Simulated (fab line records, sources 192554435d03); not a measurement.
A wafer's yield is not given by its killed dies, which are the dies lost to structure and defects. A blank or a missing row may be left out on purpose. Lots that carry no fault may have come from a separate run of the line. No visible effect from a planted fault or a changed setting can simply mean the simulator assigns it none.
fab line records | flow n5-finfet | part 2 of 2: steps 20 to 25 of 25
record: lots: 5 wafers: 15 last-day: 18
route steps=1938 shown FIN_SAQP@105
lots that met no fault: taken from a fault-free run of the same line
start-h: the number of hours between the record's first day and the start of the first shown wafer of the lot | wait-h: hours elapsed since this lot's preceding step | " same as the row above | L1.1+2: several wafers, shown together as one row | - no value, or no start was given | * or withheld: withheld | < > ~ a bound
route shown NAME@n: a module of which the file shows steps, and the number in the route of the first | usual: mean/standard deviation taken from wafers without a fault | same: alike in all rows | chamber/n: place in a boat | sites: each site's reading | _std_site: how widely they spread, as a standard deviation | _edge_site: inner sites' mean taken away from outer sites' mean | radius-mm: how far each site lies from the wafer's centre | mask NAME#n: copy n | behind: the most recent tool/chamber to have shaped the wafer | hold: cause of the lot's hold/its duration in hours/its outcome | device: names the non-switching transistor (n, p or np) | end of line: at the end of the route, the tests of the same wafers | step lacking rows: just its recipe | killed: count of dies lost to structure and defects at first sort (not the wafer's yield) | map: shows each die of a wafer: x if killed, . if not, _ if none is there
set.NAME: the setting the step ran with; set.NAME@STEP: the setting that earlier step ran with | model.NAME: the simulator's own value behind a step, which no gauge read
certain route steps with their lots: each step a table, each wafer a row
services: a tool's chamber out of use, with start hour (start-h, from the record's first day; less than 0 if before it), hours out, and reason
== steps ==
step: N5_FIN_SAQP_RECESS_75
recipe: chemistry: HF/NH3 target: SiO2 target-depth-a: 144 afs-cycles: 3 temp-c: 30 sublimation-temp-c: 180 sublimation-time-s: 60
usual: drypump-motor-current-A: 5.95/0.28
columns lot.wafer tool chamber start-h wait-h drypump-motor-current-A
L074.1 vapor-etch-01 0 22.46 0.0 5.77
L074.2 " 1 " " 5.95
L074.3 " 0 " " 5.75
L081.2 vapor-etch-02 0 64.67 0.0 6.41
L081.4 " 0 " " 6.38
L081.6 " 1 " " 5.64
L087.1 vapor-etch-01 1 100.42 0.0 5.98
L087.3 " 0 " " 5.75
L087.4 " 1 " " 5.96
L091.2 vapor-etch-02 0 125.48 0.1 6.40
L091.4 " 0 " " 6.39
L091.5 " 0 " " 6.39
L097.1 vapor-etch-02 1 160.54 0.0 5.62
L097.3 " 1 " " 5.64
L097.5 " 1 " " 5.63
step: N5_FIN_SAQP_SPACER1_ALD_24
recipe: material: SiO2 target-thk-a: 203 temp-c: 300 ald-precursor-family: BDEAS ald-co-reactant: O2-plasma pulse-time-s: 1 purge-time-s: 2 co-reactant-purge-time-s: 2 ald-cycles: 218 pressure-torr: 2
usual: heater-power-w: 502/56 precursor-pulse-height-rel: 0.998/0.02
columns lot.wafer tool chamber start-h wait-h heater-power-w precursor-pulse-height-rel since-wet-clean-h
L074.1 ald-sin-03 3 23.00 0.4 478 0.988 121
L074.2 " 1 " " 542 0.995 121
L074.3 " 0 " " 410 0.998 121
L081.2 ald-sin-04 1 65.06 0.3 560 0.977 254
L081.4 " 2 " " 507 0.976 254
L081.6 " 0 " " 420 1.008 -
L087.1 ald-sin-03 2 101.37 0.8 519 0.989 199
L087.3 " 0 " " 425 1.013 199
L087.4 " 1 " " 551 0.996 199
L091.2 ald-sin-03 3 126.10 0.5 470 1.012 224
L091.4 " 2 " " 530 0.985 224
L091.5 " 3 " " 478 1.016 -
L097.1 ald-sin-03 3 161.19 0.5 469 0.994 259
L097.3 " 1 " " 555 1.010 259
L097.5 " 2 " " 541 0.999 -
step: N5_FIN_SAQP_SPACER1_ETCHBACK_25
recipe: chemistry: CHF3/O2 mode: anisotropic-etchback target: SiO2 target-depth-a: 244 time-s: 12.2 pressure-mtorr: 30 source-w: 650 bias-w: 170 Ar_flow_sccm: 200 CHF3_flow_sccm: 50 O2_flow_sccm: 5 ion-energy-ev: 200
usual: drypump-motor-current-A: 5.8/0.3 oes_f_703_au: 0.76/0.084 oes-product-au: 0.76/0.086 rf-fwd-power-W: 645.9/2.2 rf-vpp-V: 524/13 showerhead-plenum-p-Torr: 2.42/0.079 throttle-valve-pct: 18.9/0.31
columns lot.wafer tool chamber start-h wait-h drypump-motor-current-A oes_f_703_au oes-product-au rf-fwd-power-W rf-hours-counter-h rf-vpp-V showerhead-plenum-p-Torr throttle-valve-pct
L074.1 rie-diel-03 1 23.83 0.5 5.8 0.67 0.67 647.4 242 531 2.46 19.2
L074.2 " 2 " " 5.9 0.72 0.73 647.2 175 508 2.31 18.7
L074.3 " 0 " " 5.8 0.74 0.74 644.6 151 538 2.51 18.5
L081.2 rie-diel-03 0 65.97 0.6 5.8 0.73 0.74 645.6 167 539 2.50 18.5
L081.4 " 0 " " 5.8 0.73 0.73 643.9 - 535 2.50 18.5
L081.6 " 2 " " 5.9 0.71 0.71 645.9 - 508 2.30 18.8
L087.1 rie-diel-03 0 102.09 0.4 5.7 0.71 0.71 647.8 185 536 2.50 18.5
L087.3 " 1 " " 5.7 0.95 0.95 646.4 1 533 2.45 18.8
L087.4 " 2 " " 5.9 0.70 0.70 642.6 209 508 2.30 18.8
L091.2 rie-diel-03 1 126.82 0.4 5.8 0.90 0.92 646.0 11 532 2.45 18.8
L091.4 " 3 " " 5.5 1.01 0.99 647.4 1 505 2.37 18.8
L091.5 " 2 " " 5.8 0.69 0.70 645.5 - 507 2.29 18.8
L097.1 rie-diel-03 2 161.94 0.4 5.9 0.69 0.69 643.1 230 507 2.29 18.8
L097.3 " 3 " " 5.5 0.96 0.93 646.9 13 505 2.37 18.8
L097.5 " 0 " " 5.8 0.70 0.71 648.0 - 538 2.49 18.6
step: N5_FIN_SAQP_MANDREL1_REMOVE_56
recipe: chemistry: HBr/Cl2/O2 bt-time-s: 10 target: a-Si stop-on: SiNx endpoint: OES-SiCl over-etch-frac: 1 icp-w: 600 bias-w: 22 HBr_flow_sccm: 150 Cl2_flow_sccm: 80 O2_flow_sccm: 5 pressure-mtorr: 10
usual: drypump-motor-current-A: 5.6/0.32 mfc-cl2-sccm: 79.99/0.23 oes-product-au: 1.003/0.013 rf-fwd-power-W: 597.0/1.9 throttle-valve-pct: 36.80/0.21
columns lot.wafer tool chamber start-h wait-h drypump-motor-current-A mfc-cl2-sccm oes-product-au rf-fwd-power-W rf-hours-counter-h throttle-valve-pct
L074.1 rie-si-05 2 23.92 0.1 5.5 79.91 1.010 595.6 112 36.79
L074.2 " 0 " " 6.2 80.24 0.986 596.9 7 37.14
L074.3 " 1 " " 5.9 80.25 1.004 596.0 116 36.72
L081.2 rie-si-03 2 66.06 0.1 5.3 80.00 0.982 599.1 8 36.78
L081.4 " 3 " " 6.0 80.04 1.002 594.6 7 36.51
L081.6 " 3 " " 6.0 80.16 1.003 592.8 - 36.52
L087.1 rie-si-02 1 102.18 0.1 5.2 80.22 0.999 597.1 43 36.72
L087.3 " 0 " " 5.3 79.96 1.019 597.9 198 37.15
L087.4 " 2 " " 5.7 79.96 0.991 599.6 6 37.12
L091.2 rie-si-02 3 126.91 0.1 5.6 79.81 1.011 596.6 2 36.86
L091.4 " 3 " " 5.6 80.11 1.008 596.5 - 36.85
L091.5 " 2 " " 5.8 79.60 0.994 598.9 - 37.10
L097.1 rie-si-02 1 162.03 0.1 5.2 79.56 0.990 596.7 44 36.71
L097.3 " 0 " " 5.3 79.86 0.983 594.9 1 36.86
L097.5 " 0 " " 5.3 79.93 0.994 595.9 - 36.85
step: N5_FIN_SAQP_CD_MEAS_27
recipe: target-cd-nm: 20 landing-energy-ev: 1000 detector: se-inlens polarity: line
usual: cd-nm: 20.33/0.24
columns lot.wafer tool chamber start-h wait-h cd-nm
L074.1 cd-sem-01 0 24.03 0.1 20.23
L074.2 " 0 " " 20.47
L074.3 " 0 " " 20.68
L081.2 cd-sem-02 0 66.17 0.1 20.40
L081.4 " 0 " " 20.45
L081.6 " 0 " " 20.49
L087.1 cd-sem-01 0 102.29 0.1 19.96
L087.3 " 0 " " 19.91
L087.4 " 0 " " 20.12
L091.2 cd-sem-01 0 127.02 0.1 20.59
L091.4 " 0 " " 20.30
L091.5 " 0 " " 20.27
L097.1 cd-sem-03 0 162.14 0.1 20.29
L097.3 " 0 " " 20.32
L097.5 " 0 " " 20.18
step: N5_FIN_SAQP_ETCH_57
recipe: chemistry: CH3F/O2 target: SiNx mask-material: SiO2 target-depth-a: 325 time-s: 46.4 pressure-mtorr: 30 source-w: 395 bias-w: 73 Ar_flow_sccm: 150 CH3F_flow_sccm: 30 O2_flow_sccm: 20 ion-energy-ev: 120 ends: cleared
usual: drypump-motor-current-A: 5.8/0.34 etch-rf-on-time-s: 46.7/0.94 oes_f_703_au: 0.76/0.089 oes-product-au: 0.65/0.075 rf-fwd-power-W: 388.7/1.8 rf-vpp-V: 298/6.7 showerhead-plenum-p-Torr: 2.01/0.075 throttle-valve-pct: 16.33/0.29
columns lot.wafer tool chamber start-h wait-h drypump-motor-current-A etch-rf-on-time-s oes_f_703_au oes-product-au rf-fwd-power-W rf-hours-counter-h rf-vpp-V showerhead-plenum-p-Torr throttle-valve-pct
L074.1 rie-diel-04 1 24.19 0.2 6.1 45.4 0.96 0.83 388.6 5 301 2.05 16.03
L074.2 " 2 " " 5.5 45.9 0.76 0.66 385.1 130 307 1.92 16.21
L074.3 " 0 " " 6.4 46.8 0.77 0.63 389.7 182 289 2.08 16.89
L081.2 rie-diel-05 3 66.22 0.0 5.7 46.3 0.74 0.62 387.4 176 301 1.98 16.25
L081.4 " 1 " " 5.6 46.3 0.70 0.63 388.6 164 300 1.91 16.25
L081.6 " 2 " " 5.1 46.5 0.68 0.57 388.5 - 288 1.90 16.42
L087.1 rie-diel-04 3 102.34 0.0 5.7 47.2 0.71 0.60 386.5 222 301 2.05 16.51
L087.3 " 2 " " 5.5 47.5 0.73 0.64 388.5 154 308 1.91 16.26
L087.4 " 0 " " 6.4 48.9 0.75 0.61 388.6 210 291 2.07 16.95
L091.2 rie-diel-03 1 127.11 0.1 5.8 46.2 0.90 0.78 390.4 11 301 2.03 16.18
L091.4 " 0 " " 5.8 47.9 0.70 0.61 390.8 195 304 2.07 16.02
L091.5 " 1 " " 5.8 46.6 0.91 0.78 389.4 - 302 2.03 16.18
L097.1 rie-diel-05 2 162.19 0.0 5.1 46.6 0.93 0.79 389.5 13 293 2.14 15.96
L097.3 " 0 " " 6.6 46.4 0.81 0.70 389.3 99 299 2.10 16.33
L097.5 " 1 " " 5.6 48.1 0.68 0.60 390.3 - 301 1.90 16.32
== services ==
columns tool chamber start-h hours kind
rie-diel-05 - 1.11 3.8 repair
arfi-scanner-01 - 7.82 0.8 pm
rie-si-03 0 14.36 7.6 repair
vapor-etch-01 0 26.24 11.2 repair
rie-diel-04 2 32.91 5.1 repair
rie-diel-05 - 34.27 1.2 repair
rie-si-05 2 35.47 5.0 repair
rie-diel-03 3 39.36 40.4 repair
arfi-scanner-01 - 42.70 1.3 pm
ald-sin-03 1 44.20 2.4 repair
rie-si-02 - 53.08 14.6 pm
rie-diel-04 2 53.58 6.0 repair
rie-si-02 - 67.68 2.8 pm
rie-si-03 3 76.56 1.9 repair
rie-diel-05 2 91.55 11.1 repair
arfi-scanner-01 - 91.57 1.5 pm
arfi-scanner-01 - 99.94 1.1 repair
wet-bench-04 - 117.12 0.8 repair
rie-diel-03 - 118.04 2.8 pm
rie-diel-04 2 122.02 1.8 repair
vapor-etch-02 1 124.84 0.8 repair
ald-sin-03 - 130.20 1.2 repair
vapor-etch-02 0 141.99 2.5 repair
arfi-scanner-01 - 147.81 1.0 pm
